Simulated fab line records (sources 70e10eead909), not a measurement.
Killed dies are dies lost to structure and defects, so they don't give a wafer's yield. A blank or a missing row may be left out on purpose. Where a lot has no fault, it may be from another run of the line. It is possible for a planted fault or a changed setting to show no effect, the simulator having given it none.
Chamber matching :: flow nand_harc :: NHARC_A_M1_DESCUM_14 on rie_diel-03: 4 sister chambers
The step chemistry O2, time 3 s. 8 wafers are shown with their chamber, then 8 later ones without.

## WAFERS WITH THEIR CHAMBER
wafer: L252.6
chamber: 3
drypump_motor_current_A (A): 5.9
rf_vpp_V (V): 56.5

wafer: L254.1
chamber: 3
drypump_motor_current_A (A): 5.9
rf_vpp_V (V): 56.2

wafer: L255.5
chamber: 2
drypump_motor_current_A (A): 5.1
rf_vpp_V (V): 57.7

wafer: L268.3
chamber: 1
drypump_motor_current_A (A): 5.1
rf_vpp_V (V): 57.8

wafer: L268.6
chamber: 1
drypump_motor_current_A (A): 5.1
rf_vpp_V (V): 57.9

wafer: L272.1
chamber: 2
drypump_motor_current_A (A): 5.1
rf_vpp_V (V): 58.6

wafer: L272.5
chamber: 0
drypump_motor_current_A (A): 6.1
rf_vpp_V (V): 58.0

wafer: L273.2
chamber: 0
drypump_motor_current_A (A): 6.2
rf_vpp_V (V): 58.8

## WAFERS WITH NO CHAMBER GIVEN
wafer: L273.4
drypump_motor_current_A (A): 5.1
rf_vpp_V (V): 57.0

wafer: L273.5
drypump_motor_current_A (A): 6.2
rf_vpp_V (V): 57.8

wafer: L274.1
drypump_motor_current_A (A): 6.1
rf_vpp_V (V): 57.4

wafer: L274.4
drypump_motor_current_A (A): 5.1
rf_vpp_V (V): 57.6

wafer: L274.5
drypump_motor_current_A (A): 5.9
rf_vpp_V (V): 57.9

wafer: L275.2
drypump_motor_current_A (A): 5.9
rf_vpp_V (V): 57.2

wafer: L275.3
drypump_motor_current_A (A): 6.2
rf_vpp_V (V): 57.3

wafer: L275.6
drypump_motor_current_A (A): 6.2
rf_vpp_V (V): 58.2

## CHAMBER TAKEN BY EACH
wafer: L273.4
from the rows above: can't be placed: 1 or 2
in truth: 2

wafer: L273.5
from the rows above: 0
in truth: 0

wafer: L274.1
from the rows above: 0
in truth: 0

wafer: L274.4
from the rows above: can't be placed: 1 or 2
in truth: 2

wafer: L274.5
from the rows above: 3
in truth: 3

wafer: L275.2
from the rows above: 3
in truth: 3

wafer: L275.3
from the rows above: 0
in truth: 0

wafer: L275.6
from the rows above: 0
in truth: 0
6 of 8 placed correctly. Can't be placed from these rows: 2 (the true chamber is among the candidates in 2). 0 placed wrongly.
How it was worked out, from the rows above alone: a wafer's distance from a chamber is the root of the sum, over the readings, of the square of ((its reading less the chamber's mean) divided by the reading's scatter). The wafer belongs to the nearest chamber; if the next one is less than 2 further off, it can't be placed. For every chamber, the mean is computed from those of its wafers that are shown. The scatter: take each reading less its chamber's mean, square it, sum over the shown wafers, divide by the number of wafers less the number of chambers, and take the root.
